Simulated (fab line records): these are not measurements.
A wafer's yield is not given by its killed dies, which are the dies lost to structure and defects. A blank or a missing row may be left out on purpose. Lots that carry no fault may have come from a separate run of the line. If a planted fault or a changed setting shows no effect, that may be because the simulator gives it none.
Code-filled problem report in 8D (eight disciplines) form / flow nand_harc / the parts of the form that need people (team, actions taken, sign-off) are left out

## 1. THE ISSUE
killed_at_array at NHARC_END_SORT_01 reads a mean of 235 on 4 wafers of 3 lots; wafers without a fault read 55 with a standard deviation of 17. Relative to the usual mean, that is a shift of +11 standard deviations.
First seen on wafer L200.4, day 29 17:17, on prober-02. The record has a number at this step for 8 wafers belonging to 3 lots. By rule, "out" or "out of limits" means more than 4 standard deviations away from the usual mean. Any other wafer with a number is counted as sound.

## 2. WHAT IT IS, WHAT IT ISN'T
question=which readings at this step | is=killed_at_array, killed_dies | is not=killed_at_other, killed_at_periphery, killed_open, killed_short
question=which lots | is=L200, L202, L204 | is not=-
question=which wafers of those lots | is=L200.4, L202.1, L202.4, L204.1 | is not=L200.5, L202.5, L204.2, L204.3
question=read on which gauges | is=prober-01, prober-02 | is not=-
question=when | is=from day 29 17:17 | is not=up to then (0 sound wafers); but 4 sound wafers of L200, L202, L204 came after

## 3. SUSPECTS, AND WHAT RULES EACH OUT
Counting: any tool at a process step up to the reading remains a suspect provided it ran every lot that is out. Sound lots after the first of them don't rule it out here, since some wafers of a struck lot are sound.
- the gauge at NHARC_END_SORT_01: ruled out. The wafers that are out were read on 2 gauges (prober-01, prober-02).
- acl_dep-02 at NHARC_A_SLIT_DEP_00 (deposits aC, target thk 6200 nm): kept. It ran every lot that is out, first L200 (day 24 23:02).
- rtp_anneal-02 at NHARC_A_BONDPAD_ANNEAL_28 (time 90 s): kept. It ran every lot that is out, first L200 (day 28 07:47).
- plasma_asher-02 at NHARC_THIN_TSV_STRIP_45 (strips in O2): kept. It ran every lot that is out, first L200 (day 28 22:59).
acl_dep-02 at NHARC_A_SLIT_DEP_00, rtp_anneal-02 at NHARC_A_BONDPAD_ANNEAL_28 and plasma_asher-02 at NHARC_THIN_TSV_STRIP_45 are what is left after counting.

## 4. THE CAUSE (what the simulator had put in)
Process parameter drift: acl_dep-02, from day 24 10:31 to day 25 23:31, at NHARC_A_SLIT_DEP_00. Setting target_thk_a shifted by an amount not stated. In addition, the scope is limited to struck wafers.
Counting left 3 suspects, and this tool is among them.

## 5. THE CHAIN OF EFFECTS, in route order
Each row: a reading whose mean over the struck wafers that have a number lies more than 3 standard deviations from the usual. Scope: only readings with a usual standard deviation given in the record; hours: median across lots of the time from each lot's start at the first step in this table that gives one to its start at this step; sigmas: change in usual standard deviations.
hours=0; step=NHARC_END_SORT_01; reading=killed_at_array; usual=55; on struck wafers=235; change=+180; sigmas=+11
hours=0; step=NHARC_END_SORT_01; reading=killed_dies; usual=60; on struck wafers=240; change=+180; sigmas=+10

## 6. WHAT WOULD HAVE CAUGHT IT SOONER
127 hours passed between the start of the fault at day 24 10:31 and the first reading out of limits at a measuring or inspecting step in this record, taken at day 29 17:17.
Tool readings at NHARC_A_SLIT_DEP_00 with a usual standard deviation given in the record: none out on any struck wafer, hence no alarm at a limit of 4 standard deviations on them.
By day 29 17:17 the whole set of lots that are out, 3 in number, had already begun NHARC_A_SLIT_DEP_00 on acl_dep-02. Holding the tool at that point would not have protected any of them.
